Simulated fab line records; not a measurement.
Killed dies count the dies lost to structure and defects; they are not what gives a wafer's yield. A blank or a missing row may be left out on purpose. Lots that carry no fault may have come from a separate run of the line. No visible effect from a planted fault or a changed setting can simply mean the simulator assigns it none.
Chamber matching | flow n5 finfet | rie diel-06 running N5_MOL_CONTACT_COAG_CONTACT_ETCH_14: 4 sister chambers
The step etches SiO2 in C4F6/O2, target depth 27.5 nm, overetch 8.5 nm, time 20 s. 22 wafers are shown with their chamber, then 11 later ones without.

## EACH WAFER AND ITS CHAMBER
wafer  | chamber | showerhead plenum p Torr (Torr) | throttle valve pct (%) | oes product au (a.u.)
L074.1 | 0       | 2.81                            | 21.14                  | 0.77
L074.2 | 3       | 2.87                            | 21.36                  | 0.64
L074.3 | 1       | 2.91                            | 21.16                  | 0.66
L078.1 | 3       | 2.87                            | 21.39                  | 0.64
L078.5 | 3       | 2.87                            | 21.37                  | 0.64
L078.6 | 0       | 2.81                            | 21.15                  | 0.75
L081.1 | 1       | 2.90                            | 21.17                  | 0.65
L081.3 | 2       | 2.97                            | 21.44                  | 0.61
L081.5 | 1       | 2.90                            | 21.18                  | 0.65
L085.2 | 3       | 2.86                            | 21.41                  | 0.63
L085.3 | 0       | 2.80                            | 21.18                  | 0.73
L085.4 | 1       | 2.90                            | 21.19                  | 0.65
L086.1 | 0       | 2.80                            | 21.17                  | 0.73
L086.3 | 2       | 2.96                            | 21.45                  | 0.60
L086.4 | 3       | 2.86                            | 21.40                  | 0.62
L087.2 | 1       | 2.90                            | 21.19                  | 0.65
L087.3 | 0       | 2.80                            | 21.17                  | 0.73
L087.5 | 0       | 2.80                            | 21.18                  | 0.73
L090.1 | 0       | 2.80                            | 21.17                  | 0.73
L090.5 | 0       | 2.80                            | 21.18                  | 0.72
L090.6 | 3       | 2.86                            | 21.43                  | 0.62
L092.1 | 1       | 2.89                            | 21.18                  | 0.63

SIGNATURES (means of the wafers above)
reading                  | chamber 0 | chamber 1 | chamber 2 | chamber 3 | scatter within a chamber
showerhead plenum p Torr | 2.8025    | 2.9000    | 2.9650    | 2.8650    | 0.00553
throttle valve pct       | 21.1675   | 21.1783   | 21.4450   | 21.3933   | 0.0177
oes product au           | 0.7362    | 0.6483    | 0.6050    | 0.6317    | 0.0125
Rule: for a wafer and a chamber, the distance is found by dividing, reading by reading, the gap between the wafer's reading and the chamber's mean by the reading's scatter, squaring, summing and taking the root. If the next closest chamber is less than 2 further off than the closest, the wafer can't be placed; otherwise it belongs to the closest. The scatter: the root of (the sum of the squares of (reading less its chamber's mean) over the shown wafers, divided by (wafers less chambers)).

## WAFERS WITHOUT THEIR CHAMBER
wafer  | showerhead plenum p Torr (Torr) | throttle valve pct (%) | oes product au (a.u.)
L092.2 | 2.80                            | 21.17                  | 0.72
L092.4 | 2.86                            | 21.41                  | 0.62
L093.3 | 2.96                            | 21.46                  | 0.59
L093.5 | 2.89                            | 21.21                  | 0.64
L093.6 | 2.80                            | 21.19                  | 0.70
L094.2 | 2.86                            | 21.43                  | 0.61
L094.5 | 2.80                            | 21.20                  | 0.71
L094.6 | 2.89                            | 21.22                  | 0.63
L097.1 | 2.95                            | 21.49                  | 0.59
L097.2 | 2.89                            | 21.22                  | 0.63
L097.6 | 2.79                            | 21.21                  | 0.70

## WHICH CHAMBER EACH ONE RAN IN
wafer  | from the rows above | in truth
L092.2 | 0                   | 0
L092.4 | 3                   | 3
L093.3 | 2                   | 2
L093.5 | 1                   | 1
L093.6 | 0                   | 0
L094.2 | 3                   | 3
L094.5 | 0                   | 0
L094.6 | 1                   | 1
L097.1 | 2                   | 2
L097.2 | 1                   | 1
L097.6 | 0                   | 0
Placed correctly: 11 of 11. Left unplaced by these rows: 0. Wrongly placed: 0.
